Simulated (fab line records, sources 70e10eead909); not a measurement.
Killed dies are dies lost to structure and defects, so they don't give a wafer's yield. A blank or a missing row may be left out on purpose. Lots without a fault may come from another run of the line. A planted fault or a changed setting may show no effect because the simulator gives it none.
Chamber matching | flow nand_harc | NHARC_P_GATE_DESCUM_48 on rie_diel-07: 4 sister chambers
The step chemistry O2, time 3 s. 4 wafers are shown with their chamber, then 8 later ones without.

WAFERS WITH THEIR CHAMBER
wafer  | chamber | showerhead_plenum_p_Torr (Torr)
L082.1 | 2       | 1.90
L082.4 | 0       | 1.77
L082.6 | 1       | 1.97
L087.1 | 3       | 1.94

WAFERS WITHOUT THEIR CHAMBER
wafer  | showerhead_plenum_p_Torr (Torr)
L087.4 | 1.96
L087.6 | 1.76
L096.1 | 1.96
L096.2 | 1.89
L096.6 | 2.08
L097.3 | 2.08
L097.4 | 1.96
L097.6 | 1.96

WHICH CHAMBER EACH WENT THROUGH
wafer  | from the rows above               | in truth
L087.4 | can't be placed: 1 or 3 or 2      | 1
L087.6 | 0                                 | 0
L096.1 | can't be placed: 1 or 3 or 2      | 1
L096.2 | can't be placed: 2 or 3 or 1 or 0 | 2
L096.6 | can't be placed: 1 or 3 or 2      | 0
L097.3 | can't be placed: 1 or 3 or 2      | 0
L097.4 | can't be placed: 1 or 3 or 2      | 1
L097.6 | can't be placed: 1 or 3 or 2      | 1
Placed correctly: 1 of 8. Can't be placed from these rows: 7 (the true chamber is among the candidates in 5). Placed wrongly: 0.
How it was worked out, from the rows above alone: a wafer's distance from a chamber is the root of the sum, over the readings, of the square of ((its reading less the chamber's mean) divided by the reading's scatter). The wafer belongs to the nearest chamber; if the next one is less than 2 further off, it can't be placed. A chamber's mean is the mean of its shown wafers. The scatter: with one shown wafer a chamber, the root of the mean of the squares of how far each hidden wafer lies from its nearest shown one.
